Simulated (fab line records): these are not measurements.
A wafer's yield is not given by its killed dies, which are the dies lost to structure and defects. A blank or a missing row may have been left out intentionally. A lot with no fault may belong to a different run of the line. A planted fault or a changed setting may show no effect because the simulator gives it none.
Split-lot experiment	flow n5 finfet	7 lots, 21 wafers read, on a route of 1938 steps

THE SPLIT ITSELF
At N5_GATE_CUT_EXPOSE_10 (exposes mask GATE CUT, target cd 20 nm), the setting dose mj was moved away from the recipe's 43.25 on 8 of the 21 wafers read, by -4.5% to +6.9%. For the rest of the wafers, this setting stayed at what the recipe calls for.

FROM THE SPLIT TO THE READING: what the file shows between them, 2 steps
- N5_GATE_CUT_PEB_11: peb time 60 s
- N5_GATE_CUT_DEVELOP_12: develop time 30 s

THE READING
cd nm at N5_GATE_CUT_CD_MEAS_13, given in nm (cd target 20 nm). Fault-free wafers of this fab line usually give 19.9 nm, standard deviation 0.32 nm.

wafer	tool, chamber at the split	dose mj as run	against the recipe	cd nm, nm	against lot-mates on the recipe
L075.1	euv scanner-02, 0	44.12	+2.0%	20.6	+0.7
L075.2	euv scanner-02, 0	43.25	recipe	19.8	-
L075.5	euv scanner-02, 0	43.25	recipe	20.0	-
L081.1	euv scanner-02, 0	43.25	recipe	20.2	-
L081.2	euv scanner-02, 0	43.25	recipe	19.9	-
L081.5	euv scanner-02, 0	41.29	-4.5%	19.1	-0.9
L084.1	euv scanner-01, 0	43.25	recipe	19.9	-
L084.3	euv scanner-01, 0	43.25	recipe	20.1	-
L084.6	euv scanner-01, 0	43.25	recipe	20.0	-
L089.3	euv scanner-02, 0	46.06	+6.5%	21.4	+1.4
L089.5	euv scanner-02, 0	46.06	+6.5%	21.1	+1.1
L089.6	euv scanner-02, 0	43.25	recipe	20.0	-
L092.3	euv scanner-02, 0	43.25	recipe	20.1	-
L092.4	euv scanner-02, 0	43.25	recipe	20.1	-
L092.5	euv scanner-02, 0	46.25	+6.9%	21.3	+1.2
L094.1	euv scanner-01, 0	43.25	recipe	20.1	-
L094.3	euv scanner-01, 0	42.28	-2.2%	19.4	-0.7
L094.6	euv scanner-01, 0	42.28	-2.2%	19.5	-0.6
L096.1	euv scanner-01, 0	43.25	recipe	20.3	-
L096.3	euv scanner-01, 0	44.79	+3.6%	20.8	+0.7
L096.6	euv scanner-01, 0	43.25	recipe	20.0	-

FIT RESULTS
A straight line over all 21 wafers: cd nm changes by +0.197 nm for each +1% of dose mj; r = +0.97; the points scatter about the line by 0.14 nm.
The same after taking each lot's own level away (the mean of its wafers on the recipe; 21 wafers): +0.2 nm for each +1%; r = +0.97; scatter 0.14 nm.
The reading moves by 1.4 nm for the largest change in dose mj, on that fit.
The span of the lots' own levels, 19.90 to 20.15 nm, comes to 0.8 times the standard deviation stated above.
The two slopes agree, so the slope changes little with the lot-to-lot level.
Check: with one of the wafers moved furthest among these (+6.9%) left out of the fit, the line predicts +1.42 nm for it against its lot-mates. Against them it came out at +1.2 nm.

OTHER SPLITS ON THESE WAFERS
Note: prior to the reading, these wafers also went through further splits. Each is held against what the fit with the lots' levels taken away leaves over:
other split on the same wafers	wafers away from the commonest value	r with cd nm (lot level and that fit taken away)
N5_FIN_SAQP_PEB_14 peb time s	8	+0.48
N5_FIN_SAQP_DEVELOP_15 develop time s	5	+0.15
N5_FIN_SAQP_FIN_ETCH_36 icp w	7	+0.10
N5_FIN_CUT_COAT_02 spin rpm	10	+0.20
N5_DUMMY_GATE_COAT_28 spin rpm	6	-0.11
N5_SD_EPI_N_COAT_32 spin rpm	5	-0.10
N5_SD_EPI_N_EXPOSE_06 dose mj	4	+0.44
N5_SDB_COAT_05 spin rpm	6	+0.07
N5_GATE_CUT_COAT_27 spin rpm	3	-0.16

THE FILE'S OWN FIT
cd nm changes by +0.196 nm for each +1% of dose mj, r = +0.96.
